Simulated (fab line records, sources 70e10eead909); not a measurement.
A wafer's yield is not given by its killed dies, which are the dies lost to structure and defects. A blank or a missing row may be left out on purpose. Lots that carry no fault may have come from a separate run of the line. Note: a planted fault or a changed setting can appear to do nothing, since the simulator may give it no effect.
One fault seen from 2 desks | flow nand-harc | each desk holds nothing but its own numbers, with what lay behind them at the end

## METROLOGY DESK
What the gauges read for every lot (on any tool): the sampled wafers with a number, averaged. The brackets show how far a lot's mean lies from the usual mean; more than 4 standard deviations puts the lot out of limits, marked OUT.
Columns: A = overlay-x-nm at NHARC_P_BONDPAD_OVL_MEAS_38, usual -1 nm; B = overlay-y-nm at NHARC_P_BONDPAD_OVL_MEAS_38, usual 1 nm
lot  | first seen here | A   | B
L945 | day 6 11:07     | -4  | 2
L946 | day 6 17:01     | 4   | -4
L949 | day 7 15:08     | 9   | -2
L951 | day 7 19:35     | -11 | -1
L952 | day 8 04:03     | -4  | -3
L955 | day 8 14:29     | 8   | 9
L959 | day 9 17:51     | 3   | 2
L956 | day 9 19:12     | -2  | 4
L964 | day 11 04:37    | -1  | 6
L965 | day 11 08:21    | -2  | -9
L968 | day 12 11:25    | 1   | 13
Finding of this desk: none of the 11 lots has anything out of limits.

## TOOL OWNER'S DESK, rie-diel-06
The tool's own readings at NHARC_P_BONDPAD_ETCH_37 (etches the open film in N2/H2, target depth 60 nm, overetch 18 nm, time 65.91 s): means of the sampled wafers that have a number, for each lot that ran on this tool. The brackets show how far a lot's mean lies from the usual mean; more than 4 standard deviations puts the lot out of limits, marked OUT.
Columns: A = bias-w at NHARC_P_BONDPAD_ETCH_37, usual 150.0 W; B = chamber-pressure-mTorr at NHARC_P_BONDPAD_ETCH_37, usual 30.00 mTorr; C = drypump-motor-current-A at NHARC_P_BONDPAD_ETCH_37, usual 6.0 A; D = oes-product-au at NHARC_P_BONDPAD_ETCH_37, usual 1.000 a.u.; E = rf-vpp-V at NHARC_P_BONDPAD_ETCH_37, usual 431.4 V; F = showerhead-plenum-p-Torr at NHARC_P_BONDPAD_ETCH_37, usual 2.07 Torr; G = throttle-valve-pct at NHARC_P_BONDPAD_ETCH_37, usual 14.171 %
lot  | first seen here | A     | B     | C   | D                | E     | F    | G
L945 | day 6 11:20     | 149.3 | 30.01 | 5.8 | 1.002            | 433.9 | 2.14 | 14.173
L946 | day 6 17:14     | 150.2 | 29.98 | 6.1 | 1.005            | 431.8 | 2.07 | 14.169
L951 | day 7 19:49     | 150.0 | 30.01 | 6.1 | 1.004            | 431.2 | 2.07 | 14.182
L952 | day 8 04:16     | 150.4 | 29.98 | 6.1 | 0.997            | 432.4 | 2.12 | 14.174
L955 | day 8 14:41     | 150.1 | 30.00 | 5.7 | 1.000            | 431.5 | 2.07 | 14.163
L959 | day 9 18:07     | 149.7 | 30.00 | 6.4 | 0.950 (-6.6) OUT | 431.6 | 2.06 | 14.171
L956 | day 9 19:25     | 149.7 | 30.02 | 6.2 | 0.952 (-6.4) OUT | 433.1 | 2.12 | 14.165
This desk finds L956, L959 out of limits, L959 being first, at day 9 18:07 (oes-product-au at NHARC_P_BONDPAD_ETCH_37). L945, L946, L951, L952, L955: within limits.

## ALL TOGETHER
The tool owner's desk could have raised an alarm at day 9 18:07, on L956, L959.
At the metrology desk, nothing out of limits was observed.
The metrology desk holds a record of L956, L959, inside its limits.
NHARC_P_BONDPAD_ETCH_37 was run on rie-diel-06 by each of the lots named.

## WHAT THE SIMULATOR PUT IN
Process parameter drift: rie-diel-06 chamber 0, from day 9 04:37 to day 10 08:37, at NHARC_P_BONDPAD_ETCH_37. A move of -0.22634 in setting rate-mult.
Lots struck among those shown: L956, L959.
Each desk's first reading out of limits, in hours after the fault started: the tool owner's desk, 14.
